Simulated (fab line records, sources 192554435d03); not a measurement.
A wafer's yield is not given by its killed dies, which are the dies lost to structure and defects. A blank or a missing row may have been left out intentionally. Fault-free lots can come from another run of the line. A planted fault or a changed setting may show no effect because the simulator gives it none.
8D (eight disciplines) problem report, filled in by code    flow n5 finfet    the parts of the form that need people (team, actions taken, sign-off) are left out

## 1. THE ISSUE
Wafers without a fault read 62.4 s, standard deviation 2.6; time to endpoint s at N5_BEOL_M3_CMP_52 reads a mean of 109.4 s on 5 wafers belonging to 3 lots. That puts it +18 standard deviations away from the usual mean.
The step: polishes, stops on SiOC, t overpolish 6.8 s, target thk 40 nm.
First observed at day 8 12:40: wafer L586.1, on cmp-03. The record holds 30 wafers of 10 lots with a number at this step. By rule, "out" or "out of limits" means more than 4 standard deviations away from the usual mean. The rest of the wafers with a number are treated as sound.

## 2. WHAT IT IS; WHAT IT IS NOT
question                     is                                      is not
which readings at this step  time to endpoint s                      motor current A
which lots                   L586, L587, L588                        L582, L583, L598, L599, L600, L601, L602
which wafers of those lots   L586.1, L587.1, L587.3, L588.1, L588.3  L586.2, L586.4, L587.4, L588.5
read on which tools          cmp-03, cmp-04                          cmp-01
when                         from day 8 12:40                        up to then (8 sound wafers); but 17 sound wafers of L587, L588, L598, L599, L600, L601, L602 came after

## 3. THE SUSPECTS, EACH WITH WHAT RULES IT OUT
Counting: any tool at a process step up to the reading remains a suspect provided it ran every lot that is out. Sound lots after the first of them don't rule it out here, since some wafers of a struck lot are sound.
- ecd cu-02 at N5_BEOL_M3_ECD_50 (material Cu, target thk 300 nm): kept. It ran every lot that is out, first L586 (day 8 12:17); its last sound lot up to then is L582 (day 7 17:29).
Left after counting: ecd cu-02 at N5_BEOL_M3_ECD_50.

## 4. THE CAUSE (what the simulator had put in)
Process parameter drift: ecd cu-02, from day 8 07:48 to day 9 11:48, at N5_BEOL_M3_ECD_50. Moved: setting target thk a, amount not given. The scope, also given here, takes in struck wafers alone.
The count eliminated every tool but this one.

## 5. THE EFFECT CHAIN, in route order
Rows list readings where the struck wafers' mean (over those with a number) sits beyond 3 standard deviations from the usual. Only readings for which the record gives a usual standard deviation are gone through. hours: the time from each lot's start at the first step in this table that gives one to its start at this step, as a median over the lots. sigmas: the change in usual standard deviations.
hours  step               reading             usual   on struck wafers  change  sigmas
0      N5_BEOL_M3_CMP_52  time to endpoint s  62.4 s  109.4             +47.0   +18
The process steps in it:
- N5_BEOL_M3_CMP_52: polishes, stops on SiOC, t overpolish 6.8 s, target thk 40 nm.
Later steps that measure or inspect, where all struck wafers having a row at the step show a number for every such reading and not one has moved that far: N5_BEOL_M4_RC_MEAS_101.

## 6. WHAT WOULD HAVE CAUGHT IT SOONER
In this record the first reading out of limits was taken at day 8 12:40, 5 hours after the fault began at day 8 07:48.
L587, L588, from the lots that are out (3), started N5_BEOL_M3_ECD_50 on ecd cu-02 later than day 8 12:40. A hold on the tool at that time would have spared those 2.
